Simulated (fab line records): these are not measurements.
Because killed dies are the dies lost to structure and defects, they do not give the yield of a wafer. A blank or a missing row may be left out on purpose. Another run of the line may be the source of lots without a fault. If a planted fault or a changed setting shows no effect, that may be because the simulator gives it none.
2 desks looking at one fault / flow nand_harc / each desk has only its own numbers; what lay behind them comes last

## THE METROLOGY DESK
What the gauges read for every lot (on any tool): the sampled wafers with a number, averaged. If a lot's mean is further than 4 standard deviations from the usual mean, the lot is out of limits and carries the mark OUT (the distance appears in the brackets).
Columns: A = overlay_x_nm at NHARC_A_M0_OVL_MEAS_10, usual 0.0 nm; B = overlay_y_nm at NHARC_A_M0_OVL_MEAS_10, usual -0.1 nm; C = cd_nm at NHARC_A_M0_CD_MEAS_16, usual 80.0 nm; D = thk_nm at NHARC_A_M0_THK_MEAS_24, usual 113.8 nm
lot=L342; first seen here=day 23 22:10; A=-1.0; B=1.2; C=78.7; D=113.3
lot=L351; first seen here=day 28 01:26; A=-1.5; B=-0.8; C=80.7; D=113.5
lot=L358; first seen here=day 31 08:49; A=0.4; B=-0.6; C=80.5; D=115.4
lot=L362; first seen here=day 31 13:31; A=0.6; B=0.1; C=79.6; D=113.8
lot=L359; first seen here=day 31 15:17; A=2.0; B=-0.6; C=80.3; D=112.9
Result from this desk: across the 5 lots, nothing is out of limits.

## THE DEFECT DESK
Inspection counts along the route, by lot: the mean over sampled wafers that carry a number. If a lot's mean is further than 4 standard deviations from the usual mean, the lot is out of limits and carries the mark OUT (the distance appears in the brackets).
Columns: A = raw_defect_count at NHARC_A_M0_INSPECT_11, usual 87
lot=L342; first seen here=day 23 22:13; A=111
lot=L351; first seen here=day 28 01:28; A=87
lot=L358; first seen here=day 31 08:51; A=73
lot=L362; first seen here=day 31 13:33; A=90
lot=L359; first seen here=day 31 15:19; A=38
Result from this desk: across the 5 lots, nothing is out of limits.

## PUT TOGETHER
Metrology desk: nothing out of limits seen.
Nothing out of limits was seen by the defect desk.

## WHAT HAD BEEN PUT IN BY THE SIMULATOR
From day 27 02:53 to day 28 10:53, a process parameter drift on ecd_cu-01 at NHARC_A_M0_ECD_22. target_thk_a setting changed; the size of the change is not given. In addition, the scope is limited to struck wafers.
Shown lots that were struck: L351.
